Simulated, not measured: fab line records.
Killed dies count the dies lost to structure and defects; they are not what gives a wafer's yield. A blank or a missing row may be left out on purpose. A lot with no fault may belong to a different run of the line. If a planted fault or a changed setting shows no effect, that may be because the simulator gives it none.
A lot that was struck, set against a sound lot + flow n5Finfet + 26 out of 1938 route steps
Sound: these wafers, L757.2, L757.4, L757.6. Struck: wafer L764.2 (left out: L764.4, a lot-mate that was not struck); the cause follows at the end.
At each step with rows: each side's tool, then ch and its chambers, then its first start. Under that, the readings that differ: sound wafers + struck wafers + difference of the means + sigmas: that difference in standard deviations of wafers without a fault.
alike: words and numbers the same on both sides, and readings whose means are apart by under 2 such deviations; not compared: readings that were withheld, readings missing a value for some wafer, numbers with overlapping values and no deviation given by the record, and bounds like >300 which may hide the same value.
The two part at a step that has a row with sigmas, a row that says differs or no value, or rows on one side only. Numbers that don't overlap but have no deviation are shown without sigmas and don't part them. Lack of a reading on every wafer of one side parts them only where that side has two or more wafers.

first, 11 steps without rows for these wafers: N5_BEOL_M14_ETCH_59 (etches BARC in N2/H2, target depth 89 nm, overetch 26.7 nm, time 67.9 s); N5_BEOL_M14_VIA_ETCH_16 (etches SiO2 in C4F8/O2/Ar, target depth 1231.3 nm); N5_BEOL_M14_STRIP_63 (strips in O2); N5_BEOL_M14_STRIP_64 (strips in O2); N5_BEOL_M14_STRIP_71 (strips in post etch residue remover, time 60 s); N5_BEOL_M14_SRD_72 (time 30 s, dry time 30 s); N5_BEOL_M14_COAT_65 (time 60 s, resist thk 450 nm); N5_BEOL_M14_COAT_66 (time 60 s, resist thk 110 nm); N5_BEOL_M14_COAT_22 (resist thk 300 nm); N5_BEOL_M14_EBR_24; N5_BEOL_M14_SOFTBAKE_23 (time 60 s).
N5_BEOL_M14_EXPOSE_25: exposes mask M14, target cd 280 nm.
  sound on krfScanner-01 ch 0, day 11 08:29; struck on krfScanner-01 ch 0, day 13 17:58
  alike: mask
then, 3 steps without rows for these wafers: N5_BEOL_M14_PEB_26 (peb time 90 s); N5_BEOL_M14_DEVELOP_27 (develop time 45 s); N5_BEOL_M14_HARDBAKE_32 (time 120 s).
N5_BEOL_M14_CD_MEAS_28: target cd 284.4 nm.
  sound on cdSem-01 ch 0, day 11 08:39; struck on cdSem-02 ch 0, day 13 18:08
| reading   | sound             | struck | difference | sigmas |
|-----------|-------------------|--------|------------|--------|
| cdNm (nm) | 286.0 284.2 284.2 | 291.1  | +6.3       | +4     |
N5_BEOL_M14_DESCUM_33: chemistry O2, time 7.9 s.
  sound on rieDiel-03 ch 0,3, day 11 08:44; struck on rieDiel-04 ch 1, day 13 18:35
| reading                  | sound             | struck | difference | sigmas |
|--------------------------|-------------------|--------|------------|--------|
| model.BEOL_M14.cdNm (nm) | 285.6 284.2 284.2 | 291.4  | +6.7       |        |
  alike: biasPowerW, drypumpMotorCurrentA, oesProductAu, rfVppV, showerheadPlenumPTorr, throttleValvePct
  not compared: rfHoursCounterH
then, 6 steps without rows for these wafers: N5_BEOL_M14_ETCH_67 (etches SiARC in CF4, target depth 143 nm, time 238.3 s); N5_BEOL_M14_ETCH_68 (etches SOC in N2/H2, time 450 s); N5_BEOL_M14_STRIP_69 (strips in N2/H2); N5_BEOL_M14_TRENCH_ETCH_34 (etches SiO2 in C4F8/O2/Ar, target depth 556.65 nm, time 126.9 s); N5_BEOL_M14_STRIP_70 (strips in C4F8/O2/Ar); N5_BEOL_M14_STRIP_37 (strips in O2).
N5_BEOL_M14_ETCH_38: etches SiCN in CF4/N2, target depth 106.5 nm, time 120.6 s.
  sound on rieDiel-04 ch 0,3; struck on rieDiel-06 ch 2
| reading                      | sound             | struck | difference | sigmas |
|------------------------------|-------------------|--------|------------|--------|
| oesProductAu (a.u.)          | 0.81 0.82 0.73    | 0.92   | +0.13      | +2     |
| rfVppV (V)                   | 381.2 380.9 377.8 | 386.6  | +6.6       | +3     |
| showerheadPlenumPTorr (Torr) | 2.15 2.15 2.12    | 2.35   | +0.21      | +3     |
| throttleValvePct (%)         | 15.66 15.63 15.46 | 15.26  | -0.32      | -2     |
| model.BEOL_M14.cdNm (nm)     | 283.4 280.6 280.8 | 286.8  | +5.2       |        |
  alike: drypumpMotorCurrentA
  not compared: rfHoursCounterH
then, 1 step without rows for these wafers: N5_BEOL_M14_PRECLEAN_39 (cleans in residue remover, time 60 s).
N5_PASSIVATION_PROBE_49:
  sound on prober-01 at day 12 09:02; struck on prober-02 at day 14 23:48
| reading                | sound          | struck | difference | sigmas |
|------------------------|----------------|--------|------------|--------|
| defectLimitedYield (%) | 88.1 90.0 90.2 | 92.5   | +3.1       | +2     |
| killedAtFrontEnd       | 72 48 43       | 33     | -21        | -2     |
| killedDies             | 141 118 116    | 89     | -36        | -2     |
| killedOpen             | 106 74 88      | 58     | -31        | -3     |
| sort_bin_6_memory (%)  | 4.2 4.3 4.1    | 2.6    | -1.6       | -2     |
| sortNPass              | 1039 1062 1064 | 1091   | +36        | +2     |
| sortYieldPct (%)       | 88.1 90.0 90.2 | 92.5   | +3.1       | +2     |
  alike: killed_at_M0_to_M3, killed_at_M4_up, killedAtContacts, killedAtOther, killedShort, sort_bin_5_function

WHERE THEY PART
Earliest at N5_BEOL_M14_CD_MEAS_28; latest, in this record, at N5_PASSIVATION_PROBE_49.

WHY: whatever the simulator had introduced
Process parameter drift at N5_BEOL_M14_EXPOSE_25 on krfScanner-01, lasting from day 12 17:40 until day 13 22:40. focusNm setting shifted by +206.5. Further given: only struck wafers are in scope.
